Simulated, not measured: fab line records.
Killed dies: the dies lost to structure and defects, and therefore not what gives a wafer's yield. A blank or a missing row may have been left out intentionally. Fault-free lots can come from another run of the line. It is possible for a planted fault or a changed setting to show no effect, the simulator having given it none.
Chamber matching ; flow nand-harc ; NHARC_A_M1_DEP_33 on pecvd-03 has 3 sister chambers
The step deposits SiCN, target thk 30 nm. 6 wafers are shown with their chamber, then 10 later ones without.

WAFERS PAIRED WITH THEIR CHAMBERS
wafer;chamber;heater-power-w (W)
L194.5;0;495
L192.5;2;560
L197.1;0;542
L197.5;1;488
L202.1;1;502
L202.2;2;556

WAFERS MISSING THEIR CHAMBER
wafer;heater-power-w (W)
L202.3;534
L199.1;517
L199.2;581
L199.3;576
L208.1;524
L208.4;553
L208.6;526
L209.1;510
L209.2;492
L209.5;504

EACH ONE'S CHAMBER
wafer;from the rows above;in truth
L202.3;can't be placed: 0 or 2 or 1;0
L199.1;can't be placed: 0 or 1 or 2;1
L199.2;can't be placed: 2 or 0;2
L199.3;can't be placed: 2 or 0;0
L208.1;can't be placed: 0 or 1 or 2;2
L208.4;can't be placed: 2 or 0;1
L208.6;can't be placed: 0 or 1 or 2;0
L209.1;can't be placed: 0 or 1 or 2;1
L209.2;can't be placed: 1 or 0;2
L209.5;can't be placed: 1 or 0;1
Correctly placed: 0 of 10. Unplaceable from these rows: 10, with the true chamber sitting among the candidates in 8. 0 placed wrongly.
How it was worked out, from the rows above alone: a wafer's distance from a chamber is the root of the sum, over the readings, of the square of ((its reading less the chamber's mean) divided by the reading's scatter). If the next closest chamber is less than 2 further off than the closest, the wafer can't be placed; otherwise it belongs to the closest. Each chamber's mean is taken over the wafers shown for it. The scatter: take each reading less its chamber's mean, square it, sum over the shown wafers, divide by the number of wafers less the number of chambers, and take the root.
